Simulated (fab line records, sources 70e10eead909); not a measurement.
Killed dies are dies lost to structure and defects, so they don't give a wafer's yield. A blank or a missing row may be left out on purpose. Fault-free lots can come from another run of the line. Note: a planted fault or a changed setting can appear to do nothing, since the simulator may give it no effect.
Which tool was responsible?    flow nand_harc    14 lots with 40 wafers sampled at 6 steps, on a route of 1302 steps

WHAT THE GAUGES SHOWED, per wafer
NHARC_A_DECK1_JOINT_THK_MEAS_17: measures by ellipsometry.
lot   measured      on             thk_nm (nm)
L395  day 12 10:01  film_metro-02  44.8 43.6 45.8
L396  day 13 05:35  film_metro-01  43.5 46.5 46.5
L398  day 14 00:08  film_metro-02  43.8 46.5 44.4
L401  day 15 07:56  film_metro-01  44.8 44.1 47.5
L400  day 15 09:23  film_metro-02  44.0 44.4 45.5
L402  day 15 09:29  film_metro-02  45.6 44.7 46.1
L404  day 16 06:55  film_metro-01  45.6 46.2
L405  day 16 06:56  film_metro-02  44.7 45.6
L403  day 16 07:05  film_metro-01  46.3 44.1 45.7
L408  day 18 06:18  film_metro-02  42.0 45.9 44.6
L412  day 19 19:41  film_metro-02  45.3 43.9 46.9
L415  day 21 05:45  film_metro-02  44.2 46.8 45.3
L416  day 21 17:04  film_metro-01  43.8 45.8 45.5
L417  day 22 09:44  film_metro-01  45.5 46.9 45.8

NHARC_A_ONON_D2_THK_MEAS_21: measures by ellipsometry.
lot   measured      on             thk_nm (nm)
L395  day 12 21:11  film_metro-01  1005 1004 1005
L396  day 13 16:47  film_metro-02  993 993 993
L398  day 14 11:46  film_metro-02  996 994 993
L401  day 15 19:05  film_metro-02  1008 1008 1009
L400  day 15 19:04  film_metro-02  1013 1013 1014
L402  day 15 19:04  film_metro-02  1013 1012 1011
L404  day 16 18:04  film_metro-01  1008 1326
L405  day 16 17:42  film_metro-01  1335 1016
L403  day 16 17:50  film_metro-01  1007 1006 1005
L408  day 18 17:31  film_metro-01  1000 1314 997
L412  day 20 07:08  film_metro-02  1003 1003 1004
L415  day 21 16:46  film_metro-02  992 992 991
L416  day 22 04:46  film_metro-01  1003 1005 1006
L417  day 22 23:01  film_metro-01  1007 1008 1009

NHARC_A_ONON_D2_THK_MEAS_30: measures by ellipsometry.
lot   measured      on             thk_nm (nm)
L395  day 12 22:53  film_metro-02  1002 1001 1001
L396  day 13 18:29  film_metro-02  1008 1008 1008
L398  day 14 13:28  film_metro-02  994 993 995
L401  day 15 20:47  film_metro-02  988 988 987
L400  day 15 20:47  film_metro-02  996 996 998
L402  day 15 20:46  film_metro-02  1004 1008 1006
L404  day 16 19:46  film_metro-01  1003 1006
L405  day 16 19:24  film_metro-01  996 998
L403  day 16 19:33  film_metro-01  1005 1004 1005
L408  day 18 19:13  film_metro-02  1013 1014 1013
L412  day 20 08:50  film_metro-01  1004 1004 1004
L415  day 21 18:36  film_metro-02  1015 1014 1012
L416  day 22 06:28  film_metro-01  1002 1001 1002
L417  day 23 00:44  film_metro-02  1009 1006 1007

NHARC_A_ONON_D2_THK_MEAS_34: measures by ellipsometry.
lot   measured      on             thk_nm (nm)
L395  day 12 23:22  film_metro-01  196.9 198.5 202.0
L396  day 13 18:58  film_metro-02  198.2 201.9 203.8
L398  day 14 13:56  film_metro-02  198.0 202.4 201.0
L401  day 15 21:31  film_metro-02  201.9 200.4 202.1
L400  day 15 21:16  film_metro-02  198.2 196.3 202.8
L402  day 15 21:14  film_metro-02  201.0 199.3 202.8
L404  day 16 20:14  film_metro-01  202.9 202.0
L405  day 16 19:52  film_metro-01  196.9 202.1
L403  day 16 20:01  film_metro-01  199.1 204.3 203.8
L408  day 18 19:41  film_metro-02  197.6 202.2 200.7
L412  day 20 09:19  film_metro-02  194.7 199.6 200.3
L415  day 21 19:12  film_metro-01  199.9 204.6 201.8
L416  day 22 06:56  film_metro-02  203.2 208.0 206.4
L417  day 23 01:13  film_metro-02  201.4 202.5 198.5

NHARC_END_SORT_01.
lot   measured      on         killed_at_array  killed_at_other  killed_at_periphery  killed_dies  killed_open  killed_short
L396  day 25 05:30  prober-02  46 41 34         1 0 1            3 4 1                50 45 36     2 3 3        6 2 1
L398  day 25 21:40  prober-01  35 60 41         2 2 1            1 4 3                38 66 45     2 1 3        1 1 1
L401  day 27 13:22  prober-02  54 38 58         1 0 1            6 1 1                61 39 60     7 6 1        2 1 8
L402  day 27 01:47  prober-01  79 69 55         0 1 0            8 8 6                87 78 61     8 0 1        5 2 2
L408  day 30 16:38  prober-02  64 65 53         1 0 0            8 4 1                73 69 54     4 3 3        3 3 4

WHAT TOOL EACH LOT RAN ON (gives the tool, then ch and the chambers of the sampled wafers, and finally the start)
lot   NHARC_A_ONON_D2_DEP_19
L395  pecvd_onon-03 ch 0, day 12 20:44
L396  pecvd_onon-03 ch 0, day 13 16:20
L398  pecvd_onon-03 ch 0, day 14 11:16
L401  pecvd_onon-02 ch 0, day 15 18:38
L400  pecvd_onon-04 ch 0, day 15 18:37
L402  pecvd_onon-03 ch 0, day 15 18:34
L404  pecvd_onon-03 ch 0, day 16 17:43
L405  pecvd_onon-03 ch 0, day 16 17:15
L403  pecvd_onon-04 ch 0, day 16 17:23
L408  pecvd_onon-03 ch 0, day 18 17:01
L412  pecvd_onon-02 ch 0, day 20 06:36
L415  pecvd_onon-03 ch 0, day 21 16:22
L416  pecvd_onon-03 ch 0, day 22 04:22
L417  pecvd_onon-02 ch 0, day 22 22:37
- NHARC_A_ONON_D2_DEP_19: target thk 1000 nm.

WHAT THE TOOLS THEMSELVES READ (means of the sampled wafers that have a number; where no wafer has one, the mark that the record gives instead)
NHARC_A_ONON_D2_DEP_19.
lot   tool           n2o_flow_sccm (sccm)
L395  pecvd_onon-03  2002
L396  pecvd_onon-03  2003
L398  pecvd_onon-03  2005
L401  pecvd_onon-02  2003
L400  pecvd_onon-04  1996
L402  pecvd_onon-03  1997
L404  pecvd_onon-03  2003
L405  pecvd_onon-03  1998
L403  pecvd_onon-04  1998
L408  pecvd_onon-03  2002
L412  pecvd_onon-02  2004
L415  pecvd_onon-03  1992
L416  pecvd_onon-03  1995
L417  pecvd_onon-02  1995

THE ANSWER, worked out from the rows above alone
Rule: the usual values come from the lots themselves. Put in order of their means at a reading, lots are off if they are a third of the lots or fewer, leave a main group of 4 or more, and stand apart from it by a gap of 3 or more times the standard deviation of the main group's means; of several such gaps the widest counts. If all means in a main group match to the digits the tables above print for the reading, that group is not used. A lot without any number at a reading at which 4 lots or more have one is off too. Where the step has rows for the other lots, those lots are counted as sound. The gauges are gone through in route order, then the tools' own readings, and for those a lot's mean is taken as printed above. At the first step where some lot is off, the reading lying furthest off is the one used; lots without a number count as furthest.
Off at NHARC_A_ONON_D2_THK_MEAS_21 (thk_nm): L404, L405, L408. Main group: mean 1004 nm, sd 7.1.
A tool fits if, at a process step before that reading, it ran every lot that is off, and no sound lot after the first of them. The gauges at NHARC_A_ONON_D2_THK_MEAS_21 are tried like those tools. No candidate that was tried fits.

WHAT WAS PUT IN BY THE SIMULATOR
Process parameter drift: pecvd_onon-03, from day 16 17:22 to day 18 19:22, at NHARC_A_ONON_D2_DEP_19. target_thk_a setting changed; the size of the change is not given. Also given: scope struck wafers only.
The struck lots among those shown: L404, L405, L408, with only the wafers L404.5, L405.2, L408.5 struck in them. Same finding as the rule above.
